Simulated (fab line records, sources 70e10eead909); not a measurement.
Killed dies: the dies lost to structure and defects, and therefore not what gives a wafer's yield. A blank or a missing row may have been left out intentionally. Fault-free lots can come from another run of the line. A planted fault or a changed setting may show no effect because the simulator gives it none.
What tool caused it?	flow nand harc	14 lots, 42 wafers sampled, at 5 steps of a route of 1302

== WHAT THE GAUGES READ, wafer by wafer ==
NHARC_A_BONDPAD_CD_MEAS_13.
lot	measured	on	cd nm (nm)
L311	day 23 18:29	cd sem-02	500.7 499.5 502.1
L313	day 23 23:03	cd sem-01	500.9 501.4 498.7
L314	day 24 09:10	cd sem-02	500.2 499.6 501.0
L315	day 24 11:11	cd sem-02	503.0 497.9 499.2
L316	day 25 05:27	cd sem-02	497.6 497.0 500.1
L317	day 25 21:59	cd sem-02	497.8 499.3 496.3
L318	day 26 19:52	cd sem-01	498.0 500.2 497.9
L319	day 27 06:56	cd sem-02	499.0 499.4 499.9
L321	day 27 17:50	cd sem-02	500.3 499.2 501.2
L325	day 29 13:04	cd sem-02	499.1 497.6 498.6
L326	day 30 05:20	cd sem-01	497.0 502.6 498.8
L327	day 30 06:01	cd sem-01	501.1 503.3 499.4
L328	day 31 02:59	cd sem-02	500.8 504.0 502.9
L332	day 31 22:10	cd sem-01	498.1 503.4 501.3

NHARC_HYBRID_BOND_OVL_MEAS_05.
lot	measured	on	overlay x nm (nm)	overlay y nm (nm)
L311	day 24 03:02	overlay-02	-3 33 1	91 17 44
L313	day 24 08:58	overlay-02	-20 7 3	32 -1 -60
L314	day 24 20:37	overlay-02	6 -70 3	5 5 -10
L315	day 24 20:37	overlay-01	89 16 -42	3 27 -7
L316	day 25 17:08	overlay-01	-26 26 -29	16 -8 30
L317	day 26 09:49	overlay-02	-17 49 -4	37 40 12
L318	day 27 08:30	overlay-02	-6 43 -22	-34 23 2
L319	day 27 19:50	overlay-01	36 -38 17	4 -9 10
L321	day 28 02:23	overlay-02	-16 -4 -22	22 -18 -34
L325	day 30 00:45	overlay-01	2 -4 8	-27 72 11
L326	day 30 17:05	overlay-02	-28 -13 26	-47 74 15
L327	day 30 17:04	overlay-01	-27 30 -51	19 -1 -23
L328	day 31 13:07	overlay-01	-31 21 -45	-6 -52 -10
L332	day 32 09:25	overlay-02	22 38 -48	47 11 15

NHARC_THIN_TSV_CD_MEAS_33 targets a cd of 5000 nm.
lot	measured	on	cd nm (nm)
L311	day 24 11:41	cd sem-02	5001.2 5000.0 4999.5
L313	day 24 17:38	cd sem-01	5005.1 5003.1 5000.7
L314	day 25 05:14	cd sem-03	5000.4 5001.4 5002.0
L315	day 25 06:14	cd sem-02	4999.9 4997.2 5001.0
L316	day 26 01:50	cd sem-01	5002.4 4999.8 5002.8
L317	day 26 18:29	cd sem-01	5002.0 5001.4 4998.1
L318	day 27 17:05	cd sem-01	5004.5 5001.7 5000.4
L319	day 28 05:57	cd sem-01	5002.5 5000.5 5001.3
L321	day 28 10:54	cd sem-01	5002.2 5001.3 5002.3
L325	day 30 10:35	cd sem-01	4998.0 4998.5 4999.0
L326	day 31 02:47	cd sem-01	5001.6 4999.6 4998.0
L327	day 31 01:37	cd sem-02	5002.4 5002.9 5002.2
L328	day 31 22:51	cd sem-02	5000.3 4999.1 5000.2
L332	day 32 19:18	cd sem-02	5000.3 4999.4 4999.6

NHARC_END_SORT_01.
lot	measured	on	killed at array	killed at other	killed at periphery	killed dies	killed open	killed short
L326	day 31 14:28	prober-02	57 69 76	0 0 0	620 608 601	677 677 677	3 5 1	2 3 4
L327	day 31 12:52	prober-01	46 52 65	0 1 2	631 624 610	677 677 677	2 3 3	4 3 6

== WHAT TOOL EACH LOT RAN ON (gives the tool, then ch and the chambers of the sampled wafers, and finally the start) ==
lot	NHARC_P_GATE_EXPOSE_56
L311	krf scanner-04 ch 0, day 5 21:18
L313	krf scanner-01 ch 0, day 6 18:42
L314	krf scanner-01 ch 0, day 7 06:25
L315	krf scanner-04 ch 0, day 7 13:36
L316	krf scanner-04 ch 0, day 8 01:24
L317	krf scanner-03 ch 0, day 8 17:41
L318	krf scanner-01 ch 0, day 8 23:04
L319	krf scanner-01 ch 0, day 9 22:15
L321	krf scanner-04 ch 0, day 10 04:34
L325	krf scanner-03 ch 0, day 11 18:33
L326	krf scanner-04 ch 0, day 12 10:14
L327	krf scanner-04 ch 0, day 12 11:20
L328	krf scanner-03 ch 0, day 12 23:58
L332	krf scanner-03 ch 0, day 14 17:43
- NHARC_P_GATE_EXPOSE_56: exposes mask P PSD, target cd 720 nm.

== AS READ BY THE TOOLS THEMSELVES (means over the sampled wafers that have a number; for cases with no such wafer, the mark the record gives instead) ==
The record holds no such reading with a usual standard deviation.

== THE ANSWER, worked out from the rows above alone ==
Rule: what is usual is taken from the lots themselves. The widest of any qualifying gaps counts: lots, ordered by their means at a reading, are off when they make up no more than a third of the lots, leave a main group of 4 or more, and stand apart from it by 3 or more times the standard deviation of that group's means. The tables above print the reading to a certain number of digits; a main group whose means all agree to those digits is not used. Also off: a lot with no number at a reading for which 4 or more lots have one. All remaining lots with rows at the step are treated as sound. The gauges are gone through in route order, then the tools' own readings, and for those a lot's mean is taken as printed above. The first step at which some lot is off is used, and at that step the reading that is off furthest; a lot without a number counts as furthest.
Across all readings shown, no lot is off: no conclusion can be drawn from this.

== WHAT HAD BEEN PUT IN BY THE SIMULATOR ==
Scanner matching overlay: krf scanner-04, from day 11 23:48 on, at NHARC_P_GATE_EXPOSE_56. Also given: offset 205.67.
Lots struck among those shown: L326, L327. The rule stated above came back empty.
